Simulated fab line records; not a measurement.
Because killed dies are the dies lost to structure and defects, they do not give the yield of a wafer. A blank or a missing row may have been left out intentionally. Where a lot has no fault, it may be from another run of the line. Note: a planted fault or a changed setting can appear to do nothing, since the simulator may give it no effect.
Lot-split experiment | flow n5_finfet | route with 1938 steps; 7 lots, 39 wafers read

## ON THE SPLIT
At N5_BEOL_M0_TRENCH_ETCH_107 (etches SiOC in C4F6/O2, target depth 32.8 nm, time 16.4 s), the setting target_depth_a was moved away from the recipe's 328 angstrom on 18 of the 39 wafers read, by +22.2% to +58.9%. For the rest of the wafers, this setting stayed at what the recipe calls for.

## FROM SPLIT TO READING: 1 step shown by the file between the two
- N5_BEOL_M0_STRIP_142: strips in N2/H2, time 10 s

## THE READING
trench_depth_nm, in nm, at N5_BEOL_M0_OCD_MEAS_108. A value of 32.9 nm with a standard deviation of 0.53 nm is what fault-free wafers of this fab line usually give.

wafer  | tool, chamber at the split | target_depth_a as run, angstrom | against the recipe | trench_depth_nm, nm | against lot-mates on the recipe
L080.1 | rie_diel-02, 0             | 328                             | recipe             | 32.5                | -
L080.2 | rie_diel-02, 1             | 328                             | recipe             | 32.6                | -
L080.3 | rie_diel-02, 2             | 328                             | recipe             | 32.4                | -
L081.1 | rie_diel-04, 2             | 499.1                           | +52.2%             | 50.4                | +16.7
L081.2 | rie_diel-04, 3             | 499.1                           | +52.2%             | 50.4                | +16.7
L081.3 | rie_diel-04, 1             | 499.1                           | +52.2%             | 48.6                | +14.9
L081.4 | rie_diel-04, 0             | 328                             | recipe             | 33.6                | -
L081.5 | rie_diel-04, 2,3           | 328                             | recipe             | 33.7                | -
L081.6 | rie_diel-04, 2,3           | 328                             | recipe             | 33.9                | -
L083.1 | rie_diel-04, 2,3,2         | 328                             | recipe             | 33.2                | -
L083.2 | rie_diel-04, 2,3,2         | 328                             | recipe             | 33.0                | -
L083.3 | rie_diel-04, 0             | 433.4                           | +32.1%             | 44.7                | +11.6
L083.4 | rie_diel-04, 1             | 433.4                           | +32.1%             | 42.6                | +9.5
L083.5 | rie_diel-04, 3             | 433.4                           | +32.1%             | 44.0                | +10.9
L083.6 | rie_diel-04, 2,3,2         | 328                             | recipe             | 33.0                | -
L086.1 | rie_diel-04, 3             | 328                             | recipe             | 32.8                | -
L086.2 | rie_diel-04, 0             | 328                             | recipe             | 34.3                | -
L086.3 | rie_diel-04, 1             | 328                             | recipe             | 32.0                | -
L086.4 | rie_diel-04, 2             | 410.7                           | +25.2%             | 41.7                | +8.7
L086.5 | rie_diel-04, 3             | 410.7                           | +25.2%             | 41.3                | +8.3
L086.6 | rie_diel-04, 0             | 410.7                           | +25.2%             | 41.8                | +8.8
L087.1 | rie_diel-02, 1             | 328                             | recipe             | 32.6                | -
L087.2 | rie_diel-02, 3,2,2         | 521                             | +58.8%             | 51.4                | +18.6
L087.3 | rie_diel-02, 3,2,2         | 521                             | +58.8%             | 51.7                | +18.9
L087.4 | rie_diel-02, 0             | 328                             | recipe             | 32.5                | -
L087.5 | rie_diel-02, 3             | 328                             | recipe             | 33.4                | -
L087.6 | rie_diel-02, 3,2,2         | 521                             | +58.8%             | 51.9                | +19.1
L089.1 | rie_diel-02, 3             | 521.1                           | +58.9%             | 51.9                | +19.2
L089.2 | rie_diel-02, 0             | 328                             | recipe             | 32.5                | -
L089.3 | rie_diel-02, 1             | 328                             | recipe             | 32.8                | -
L089.4 | rie_diel-02, 2             | 521.1                           | +58.9%             | 52.0                | +19.3
L089.5 | rie_diel-02, 1             | 328                             | recipe             | 32.9                | -
L089.6 | rie_diel-02, 2             | 521.1                           | +58.9%             | 52.0                | +19.3
L090.1 | rie_diel-04, 0             | 400.7                           | +22.2%             | 41.2                | +8.4
L090.2 | rie_diel-04, 3             | 400.7                           | +22.2%             | 40.0                | +7.2
L090.3 | rie_diel-04, 1             | 328                             | recipe             | 31.7                | -
L090.4 | rie_diel-04, 2             | 328                             | recipe             | 33.2                | -
L090.5 | rie_diel-04, 0             | 400.7                           | +22.2%             | 41.2                | +8.4
L090.6 | rie_diel-04, 3             | 328                             | recipe             | 33.4                | -
When a row names more than one chamber, that row covers several wafers, and the file does not tell which wafer ran in which chamber.

THE FIT
A straight line over all 39 wafers: trench_depth_nm changes by +0.323 nm for each +1% of target_depth_a; r = +1.00; the points scatter about the line by 0.66 nm.
The same after taking each lot's own level away (the mean of its wafers on the recipe; 39 wafers): +0.321 nm for each +1%; r = +1.00; scatter 0.65 nm.
Per that fit: largest target_depth_a move, reading shift of 19 nm.
From 32.50 to 33.73 nm: that is the span of the lots' own levels, equal to 2.3 times the standard deviation above.
Consequently the slope shifts little with the lot-to-lot level, the two slopes agreeing.
Check: +19 nm against its lot-mates is what the line predicts for one of the wafers moved furthest among these (+58.9%) when that wafer is left out of the fit. Against them it came out at +19.2 nm.

## THE WHOLE CHAIN: every reading that the file lists as answering this split, in the file's order
step                       | what it does                                              | reading                                                                               | change (the file's fit)                | r (the file's)
N5_BEOL_M0_TRENCH_ETCH_107 | etches SiOC in C4F6/O2, target depth 32.8 nm, time 16.4 s | BEOL_M0.feature_depth_nm (the simulator's own value, which no gauge read)             | +0.327 nm for each +1% of the setting  | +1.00
N5_BEOL_M0_TRENCH_ETCH_107 | etches SiOC in C4F6/O2, target depth 32.8 nm, time 16.4 s | TiN_of_BEOL_M0_SAQP_HM_DEP_02.thk_nm (the simulator's own value, which no gauge read) | -0.0147 nm for each +1% of the setting | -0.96
N5_BEOL_M0_OCD_MEAS_108    |                                                           | trench_depth_nm                                                                       | +0.323 nm for each +1% of the setting  | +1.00

## THE FILE'S OWN FIT
trench_depth_nm changes by +0.323 nm for each +1% of target_depth_a, r = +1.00.
